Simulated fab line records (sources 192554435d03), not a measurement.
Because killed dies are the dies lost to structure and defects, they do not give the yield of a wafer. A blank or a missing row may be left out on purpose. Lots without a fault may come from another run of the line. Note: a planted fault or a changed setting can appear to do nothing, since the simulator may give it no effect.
Which tool did it? + flow n5 finfet + 9 lots, 25 wafers sampled, at 8 steps of a route of 1938

== WHAT THE GAUGES READ, wafer by wafer ==
N5_STI_FIN_REVEAL_THK_MEAS_05. Usual: 131.7 nm for thk nm, sd 1.
| lot  | measured    | on            | thk nm (nm)       | flag |
|------|-------------|---------------|-------------------|------|
| L906 | day 2 16:10 | film metro-02 | 133.0 131.9 132.1 |      |
| L907 | day 2 23:01 | film metro-02 | 133.7 131.9 132.3 |      |
| L908 | day 3 03:58 | film metro-02 | 130.5 130.2 131.1 |      |
| L910 | day 3 14:50 | film metro-01 | 131.4 132.2 129.5 |      |
| L911 | day 3 23:23 | film metro-02 | 132.4 132.9       |      |
| L913 | day 4 09:16 | film metro-01 | 131.2 130.5       |      |
| L919 | day 5 21:26 | film metro-01 | 132.0 131.7 131.8 |      |
| L924 | day 7 04:40 | film metro-02 | 132.3 132.0 133.5 |      |
| L928 | day 8 03:43 | film metro-01 | 131.6 129.8 132.5 |      |

N5_DUMMY_GATE_THK_MEAS_05. Usual: 71.8 nm for thk nm, sd 0.96.
| lot  | measured    | on            | thk nm (nm)    | flag |
|------|-------------|---------------|----------------|------|
| L906 | day 3 02:29 | film metro-01 | 71.0 72.5 72.0 |      |
| L907 | day 3 10:25 | film metro-01 | 73.3 71.7 74.3 |      |
| L908 | day 3 12:49 | film metro-02 | 72.0 71.0 71.9 |      |
| L910 | day 3 22:59 | film metro-01 | 71.6 72.4 72.4 |      |
| L911 | day 4 09:00 | film metro-02 | 72.4 100.0     | OFF  |
| L913 | day 4 18:53 | film metro-02 | 71.4 99.8      | OFF  |
| L919 | day 6 05:04 | film metro-02 | 70.6 72.0 71.5 |      |
| L924 | day 7 12:20 | film metro-01 | 70.1 69.9 70.0 |      |
| L928 | day 8 11:25 | film metro-02 | 71.6 72.2 71.9 |      |

N5_DUMMY_GATE_INSPECT_17: inspects for defects (brightfield). Usual: 194 for raw defect count, sd 51.
| lot  | measured    | on                | raw defect count | flag |
|------|-------------|-------------------|------------------|------|
| L906 | day 3 07:02 | defect inspect-01 | 172 278 175      |      |
| L907 | day 3 14:50 | defect inspect-02 | 258 248 186      |      |
| L908 | day 3 17:20 | defect inspect-01 | 176 143 139      |      |
| L910 | day 4 03:31 | defect inspect-02 | 264 243 184      |      |
| L911 | day 4 15:21 | defect inspect-01 | 133 158          |      |
| L913 | day 4 23:25 | defect inspect-01 | 127 178          |      |
| L919 | day 6 09:27 | defect inspect-02 | 104 148 159      |      |
| L924 | day 7 16:44 | defect inspect-01 | 151 164 253      |      |
| L928 | day 8 15:56 | defect inspect-02 | 141 91 150       |      |

N5_SDB_THK_MEAS_31. Usual: SDB_THK 64.0 nm, standard deviation 0.97.
| lot  | measured    | on            | SDB_THK (nm)   | flag |
|------|-------------|---------------|----------------|------|
| L906 | day 4 07:55 | film metro-01 | 63.1 64.8 64.2 |      |
| L907 | day 4 14:02 | film metro-01 | 65.5 64.0 66.6 |      |
| L908 | day 4 16:50 | film metro-01 | 64.2 63.2 64.2 |      |
| L910 | day 5 03:50 | film metro-02 | 63.8 64.7 64.7 |      |
| L911 | day 5 15:53 | film metro-02 | 64.5 92.2      | OFF  |
| L913 | day 6 00:29 | film metro-01 | 63.6 92.0      | OFF  |
| L919 | day 7 07:50 | film metro-02 | 62.8 64.2 63.8 |      |
| L924 | day 8 15:50 | film metro-01 | 62.3 62.2 62.3 |      |
| L928 | day 9 17:05 | film metro-02 | 63.8 64.5 64.1 |      |

N5_BEOL_M4_RC_MEAS_101. Usual: DIBL_N 36.5 mV/V, standard deviation 1.4; DIBL_P 36.6 mV/V, standard deviation 1.6; IOFF_N 0.160 nA/um, standard deviation 0.024; IOFF_P 0.217 nA/um, standard deviation 0.029; ION_N 674 uA/um, standard deviation 8.7; ION_P 464 uA/um, standard deviation 6.5; SS_N 71.6 mV/dec, standard deviation 0.47; SS_P 73.4 mV/dec, standard deviation 0.57; VT_N 250.0 mV, standard deviation 2.5; VT_P -250 mV, standard deviation 3.1.
| lot  | measured     | on        | DIBL_N (mV/V)  | DIBL_P (mV/V)  | IOFF_N (nA/um)    | IOFF_P (nA/um)    | ION_N (uA/um) | ION_P (uA/um) | SS_N (mV/dec)  | SS_P (mV/dec)  | VT_N (mV)         | VT_P (mV)      | flag |
|------|--------------|-----------|----------------|----------------|-------------------|-------------------|---------------|---------------|----------------|----------------|-------------------|----------------|------|
| L906 | day 8 06:04  | prober-02 | 34.3 35.2 35.5 | 35.8 36.7 36.3 | 0.140 0.143 0.152 | 0.193 0.203 0.208 | 663 666 671   | 465 461 462   | 71.6 71.8 71.7 | 72.8 72.6 73.3 | 250.5 251.5 249.1 | -251 -251 -249 |      |
| L907 | day 8 17:36  | prober-01 | 36.9 34.8 37.4 | 37.8 34.3 37.7 | 0.177 0.138 0.188 | 0.222 0.175 0.220 | 669 678 690   | 460 463 466   | 71.7 70.9 71.8 | 73.2 73.1 74.0 | 248.6 253.1 247.8 | -249 -252 -250 |      |
| L908 | day 9 01:41  | prober-02 | 34.9 33.5 35.1 | 35.5 33.6 36.0 | 0.155 0.128 0.159 | 0.228 0.191 0.224 | 680 667 687   | 471 466 471   | 71.6 71.3 72.0 | 73.5 72.9 73.1 | 249.3 252.2 249.7 | -249 -252 -247 |      |
| L910 | day 9 18:49  | prober-02 | 38.8 35.9 37.8 | 39.8 36.3 38.6 | 0.211 0.160 0.187 | 0.253 0.196 0.226 | 694 677 679   | 465 457 460   | 72.7 71.2 70.8 | 74.1 73.5 74.0 | 248.9 250.0 249.7 | -249 -253 -253 |      |
| L911 | day 9 20:49  | prober-01 | 38.4 36.4      | 38.6 37.0      | 0.199 0.168       | 0.267 0.238       | 691 679       | 474 470       | 71.7 71.6      | 73.6 73.5      | 247.0 248.6       | -245 -246      |      |
| L913 | day 10 11:13 | prober-01 | 36.3 37.1      | 37.3 37.9      | 0.169 0.187       | 0.261 0.267       | 678 673       | 474 474       | 71.1 72.0      | 74.2 73.4      | 248.6 245.1       | -245 -243      |      |
| L919 | day 11 20:25 | prober-02 | 36.8 36.1 36.4 | 37.4 36.8 36.4 | 0.157 0.154 0.155 | 0.227 0.219 0.219 | 668 678 678   | 458 468 469   | 72.0 71.6 70.4 | 74.0 73.4 73.7 | 251.6 250.2 251.5 | -247 -249 -249 |      |
| L924 | day 13 00:58 | prober-02 | 36.2 35.5 36.5 | 36.9 36.7 37.8 | 0.150 0.149 0.161 | 0.209 0.202 0.225 | 667 673 674   | 461 465 464   | 72.2 71.7 72.0 | 73.3 73.1 73.4 | 252.9 250.4 252.8 | -251 -252 -250 |      |
| L928 | day 13 16:08 | prober-02 | 37.0 36.4 36.7 | 36.3 36.3 36.4 | 0.169 0.166 0.173 | 0.218 0.213 0.222 | 677 682 680   | 459 464 464   | 72.2 71.4 72.0 | 72.9 74.0 73.8 | 249.2 247.6 247.2 | -251 -252 -249 |      |

== WHAT TOOL EACH LOT RAN ON (gives the tool, then ch and the chambers of the sampled wafers, and finally the start) ==
| lot  | N5_STI_FIN_REVEAL_ALD_00         | N5_DUMMY_GATE_CMP_04         | N5_DUMMY_GATE_ETCH_44           |
|------|----------------------------------|------------------------------|---------------------------------|
| L906 | ald sin-04 ch 0,3, day 2 10:47   | cmp-01 ch 0,1,2, day 3 02:19 | rie si-05 ch 0,2, day 3 07:49   |
| L907 | ald sin-01 ch 0,1, day 2 17:01   | cmp-03 ch 0,1,2, day 3 10:13 | rie si-05 ch 0,1,3, day 3 15:58 |
| L908 | ald sin-01 ch 1,2, day 2 22:34   | cmp-03 ch 1,2,3, day 3 12:38 | rie si-01 ch 0,1, day 3 18:08   |
| L910 | ald sin-04 ch 2,3, day 3 09:26   | cmp-04 ch 0,1, day 3 22:44   | rie si-01 ch 0,1, day 4 04:19   |
| L911 | ald sin-03 ch 1,3, day 3 17:24   | cmp-03 ch 1,3, day 4 08:50   | rie si-01 ch 1,3, day 4 16:23   |
| L913 | ald sin-04 ch 0,3, day 4 03:44   | cmp-03 ch 0,2, day 4 18:38   | rie si-03 ch 0,1, day 5 00:38   |
| L919 | ald sin-04 ch 1,2,3, day 5 16:04 | cmp-01 ch 2,3, day 6 04:51   | rie si-05 ch 0,1, day 6 10:14   |
| L924 | ald sin-03 ch 1,2,3, day 6 23:10 | cmp-01 ch 0,1, day 7 12:05   | rie si-03 ch 0,1, day 7 17:42   |
| L928 | ald sin-01 ch 0,3, day 7 22:19   | cmp-01 ch 1,2,3, day 8 11:14 | rie si-03 ch 0,2,3, day 8 16:43 |
- N5_STI_FIN_REVEAL_ALD_00: deposits SiO2, target thk 1 nm, pulse time 1 s.
- N5_DUMMY_GATE_CMP_04: polishes a-Si.
- N5_DUMMY_GATE_ETCH_44: etches poly-Si in HBr/O2, stops on SiO2, target depth 127.5 nm.

== AS READ BY THE TOOLS THEMSELVES (means over the sampled wafers that have a number; for cases with no such wafer, the mark the record gives instead) ==
N5_STI_FIN_REVEAL_ALD_00. Usual: heater power w 437 W, standard deviation 41; precursor pulse height rel 0.999, standard deviation 0.018.
| lot  | tool       | heater power w (W) | precursor pulse height rel | flag |
|------|------------|--------------------|----------------------------|------|
| L906 | ald sin-04 | 419                | 0.996                      |      |
| L907 | ald sin-01 | 424                | 0.997                      |      |
| L908 | ald sin-01 | 405                | 0.996                      |      |
| L910 | ald sin-04 | 429                | 0.991                      |      |
| L911 | ald sin-03 | 430                | 0.990                      |      |
| L913 | ald sin-04 | 440                | 0.982                      |      |
| L919 | ald sin-04 | 424                | 0.993                      |      |
| L924 | ald sin-03 | 437                | 0.983                      |      |
| L928 | ald sin-01 | 463                | 1.014                      |      |

N5_DUMMY_GATE_CMP_04. Usual: motor current A 10.7 A, standard deviation 1.3; pad life wafers 806, standard deviation 620; time to endpoint s 13.6 s, standard deviation 2.
| lot  | tool   | motor current A (A) | pad life wafers | time to endpoint s (s) | flag |
|------|--------|---------------------|-----------------|------------------------|------|
| L906 | cmp-01 | 10.5                | 1532            | 14.2                   |      |
| L907 | cmp-03 | 10.6                | 80              | 14.9                   |      |
| L908 | cmp-03 | 11.0                | 104             | 12.9                   |      |
| L910 | cmp-04 | 10.8                | 864             | 12.6                   |      |
| L911 | cmp-03 | 10.9                | 278             | 15.7                   |      |
| L913 | cmp-03 | 10.6                | 355             | 16.6                   |      |
| L919 | cmp-01 | 9.8                 | 56              | 15.9                   |      |
| L924 | cmp-01 | 10.7                | 168             | 13.1                   |      |
| L928 | cmp-01 | 10.6                | 380             | 13.8                   |      |

N5_DUMMY_GATE_ETCH_44. Usual: drypump motor current A 5.7 A, standard deviation 0.5; he backside leak sccm 2.8 sccm, standard deviation 0.31; oes product au 0.730 a.u., standard deviation 0.012; throttle valve pct 18.33 %, standard deviation 0.19.
| lot  | tool      | drypump motor current A (A) | he backside leak sccm (sccm) | oes product au (a.u.) | throttle valve pct (%) | flag |
|------|-----------|-----------------------------|------------------------------|-----------------------|------------------------|------|
| L906 | rie si-05 | 5.1                         | 2.5                          | 0.733                 | 18.30                  |      |
| L907 | rie si-05 | 5.6                         | 2.8                          | 0.737                 | 18.49                  |      |
| L908 | rie si-01 | 5.7                         | 2.9                          | 0.740                 | 18.28                  |      |
| L910 | rie si-01 | 5.8                         | 2.8                          | 0.743                 | 18.37                  |      |
| L911 | rie si-01 | 5.7                         | 3.0                          | 0.796                 | 18.19                  | OFF  |
| L913 | rie si-03 | 5.8                         | 2.8                          | 0.779                 | 18.37                  | OFF  |
| L919 | rie si-05 | 5.6                         | 2.9                          | 0.734                 | 18.37                  |      |
| L924 | rie si-03 | 6.0                         | 2.8                          | 0.713                 | 18.33                  |      |
| L928 | rie si-03 | 5.6                         | 2.8                          | 0.722                 | 18.35                  |      |

== THE ANSWER, worked out from the rows above alone ==
Rule: a lot counts as off when the mean over its wafers that have a number is more than 3 standard deviations away from the usual mean. Also off: a lot with no number at a reading for which 4 or more lots have one. Where the step has rows for the other lots, those lots are counted as sound. After the gauges, taken in route order, come the tools' own readings; for these a lot's mean is taken, as printed above. At the first step where some lot is off, the reading lying furthest off is the one used; lots without a number count as furthest.
Off at N5_DUMMY_GATE_THK_MEAS_05 (thk nm): L911, L913.
A tool fits if, at a process step before that reading, it ran every lot that is off, and no sound lot after the first of them. The gauges at N5_DUMMY_GATE_THK_MEAS_05 aren't tried: what is off there is off at N5_DUMMY_GATE_ETCH_44 too, on other tools, and a gauge's error can't cause that. One fits: cmp-03 at N5_DUMMY_GATE_CMP_04. Its last sound lot is L908 (day 3 12:38), its first lot that is off L911 (day 4 08:50): a fault that began between those two fits.

== WHAT THE SIMULATOR HAD PUT IN ==
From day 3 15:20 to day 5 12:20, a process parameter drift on cmp-03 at N5_DUMMY_GATE_CMP_04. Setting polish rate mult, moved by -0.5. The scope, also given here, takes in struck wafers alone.
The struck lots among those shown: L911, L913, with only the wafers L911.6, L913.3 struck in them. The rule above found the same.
